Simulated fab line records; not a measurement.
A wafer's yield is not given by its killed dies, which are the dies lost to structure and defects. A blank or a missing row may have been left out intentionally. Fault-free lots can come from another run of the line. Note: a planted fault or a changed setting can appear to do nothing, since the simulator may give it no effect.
3 desks, one fault + flow n5-finfet + numbers are kept per desk, each desk with only its own; the story behind them comes last

## FROM THE METROLOGY DESK
What the gauges read for every lot (on any tool): the sampled wafers with a number, averaged. The brackets show how far a lot's mean lies from the usual mean; more than 4 standard deviations puts the lot out of limits, marked OUT.
Columns: A = cd-nm at N5_SD_EPI_P_CD_MEAS_09, usual 240.2 nm; B = SD_P_BLK_OVL at N5_SD_EPI_P_OVL_MEAS_10, usual -0.5 nm
| lot  | first seen here | A     | B    |
|------|-----------------|-------|------|
| L455 | day 4 02:22     | 240.7 | 0.3  |
| L460 | day 5 06:02     | 240.2 | -0.5 |
| L463 | day 6 01:23     | 240.8 | 0.9  |
| L466 | day 6 19:01     | 240.6 | 0.3  |
| L469 | day 7 12:28     | 239.4 | -1.1 |
| L470 | day 7 19:13     | 240.4 | -0.9 |
| L475 | day 9 00:01     | 240.7 | -1.2 |
This desk's finding: nothing out of limits on any of the 7 lots.

## THE TOOL OWNER'S DESK: rie-si-06
The tool's own readings at N5_SD_EPI_P_SD_RECESS_17 (chemistry HBr/Cl2/O2, target depth 39.1 nm, bt time 3 s): means of the sampled wafers that have a number, for each lot that ran on this tool. The brackets show how far a lot's mean lies from the usual mean; more than 4 standard deviations puts the lot out of limits, marked OUT.
Columns: A = bias-w at N5_SD_EPI_P_SD_RECESS_17, usual 112.0 W; B = drypump-motor-current-A at N5_SD_EPI_P_SD_RECESS_17, usual 5.69 A; C = he-backside-leak-sccm at N5_SD_EPI_P_SD_RECESS_17, usual 2.71 sccm; D = oes-product-au at N5_SD_EPI_P_SD_RECESS_17, usual 1.003 a.u.; E = throttle-valve-pct at N5_SD_EPI_P_SD_RECESS_17, usual 36.9 %
| lot  | first seen here | A     | B    | C    | D                | E    |
|------|-----------------|-------|------|------|------------------|------|
| L460 | day 5 06:49     | 112.1 | 5.93 | 2.64 | 1.005            | 37.2 |
| L463 | day 6 02:10     | 111.8 | 5.69 | 2.65 | 1.049            | 36.9 |
| L466 | day 6 19:48     | 111.6 | 5.79 | 2.48 | 1.051            | 37.1 |
| L469 | day 7 13:14     | 111.4 | 5.80 | 2.32 | 1.068 (+4.6) OUT | 36.8 |
Finding of this desk: L469 out of limits; the first was L469 at day 7 13:14, on oes-product-au at N5_SD_EPI_P_SD_RECESS_17. L460, L463, L466: within limits.

## THE DEFECT DESK
Per lot, the means of the sampled wafers with a number show what the inspections along the route counted. The brackets show how far a lot's mean lies from the usual mean; more than 4 standard deviations puts the lot out of limits, marked OUT.
Columns: A = raw-defect-count at N5_SD_EPI_P_INSPECT_11, usual 2.1
| lot  | first seen here | A   |
|------|-----------------|-----|
| L455 | day 4 02:25     | 1.7 |
| L460 | day 5 06:06     | 1.7 |
| L463 | day 6 01:26     | 3.7 |
| L466 | day 6 19:05     | 3.0 |
| L469 | day 7 12:31     | 3.5 |
| L470 | day 7 19:16     | 2.0 |
| L475 | day 9 00:04     | 2.3 |
This desk's finding: nothing out of limits on any of the 7 lots.

## PUT TOGETHER
The tool owner's desk had the chance to raise an alarm at day 7 13:14 on L469.
From the metrology desk's view, nothing was out of limits.
No out-of-limits result turned up at the defect desk.
The metrology desk has L469 on record, within its limits.
The defect desk has L469 on record, within its limits.
N5_SD_EPI_P_SD_RECESS_17 was run on rie-si-06 by each of the lots named.

## WHAT THE SIMULATOR HAD INSERTED
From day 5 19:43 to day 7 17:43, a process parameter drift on rie-si-06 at N5_SD_EPI_P_SD_RECESS_17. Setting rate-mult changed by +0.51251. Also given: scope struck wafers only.
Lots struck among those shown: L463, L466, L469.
Hours from the fault's start to each desk's first reading out of limits: the tool owner's desk, 42.
